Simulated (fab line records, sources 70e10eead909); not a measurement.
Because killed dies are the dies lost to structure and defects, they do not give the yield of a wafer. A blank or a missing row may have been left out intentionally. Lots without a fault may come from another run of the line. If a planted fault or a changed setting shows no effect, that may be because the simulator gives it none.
Which tool was responsible?    flow nand_harc    route of 1302 steps, sampled at 1 step: 7 lots, 21 wafers

== WHAT THE GAUGES READ, wafer by wafer ==
NHARC_P_M1_INSPECT_27.
lot   measured      on                 raw_defect_count
L743  day 7 16:20   defect_inspect-02  178 247 169
L745  day 8 18:31   defect_inspect-02  265 403 187
L747  day 9 02:39   defect_inspect-02  331 125 161
L749  day 10 05:32  defect_inspect-01  308 249 308
L751  day 10 21:49  defect_inspect-01  254 214 113
L754  day 12 09:32  defect_inspect-02  108 111 154
L762  day 15 18:25  defect_inspect-02  200 291 303

== EACH LOT AND THE TOOL THAT RAN IT (in order: tool; ch and the chambers of the sampled wafers; start) ==
No process step before these readings appears in the record.

== THE ANSWER, worked out from the rows above alone ==
Rule: the usual values come from the lots themselves. The widest of any qualifying gaps counts: lots, ordered by their means at a reading, are off when they make up no more than a third of the lots, leave a main group of 4 or more, and stand apart from it by 3 or more times the standard deviation of that group's means. A main group whose means are all the same, to the digits that the tables above print for the reading, isn't used. Also off: a lot with no number at a reading for which 4 or more lots have one. All remaining lots with rows at the step are treated as sound.
None of the lots is off at any reading shown; this tells nothing.

== WHAT THE SIMULATOR HAD PUT IN ==
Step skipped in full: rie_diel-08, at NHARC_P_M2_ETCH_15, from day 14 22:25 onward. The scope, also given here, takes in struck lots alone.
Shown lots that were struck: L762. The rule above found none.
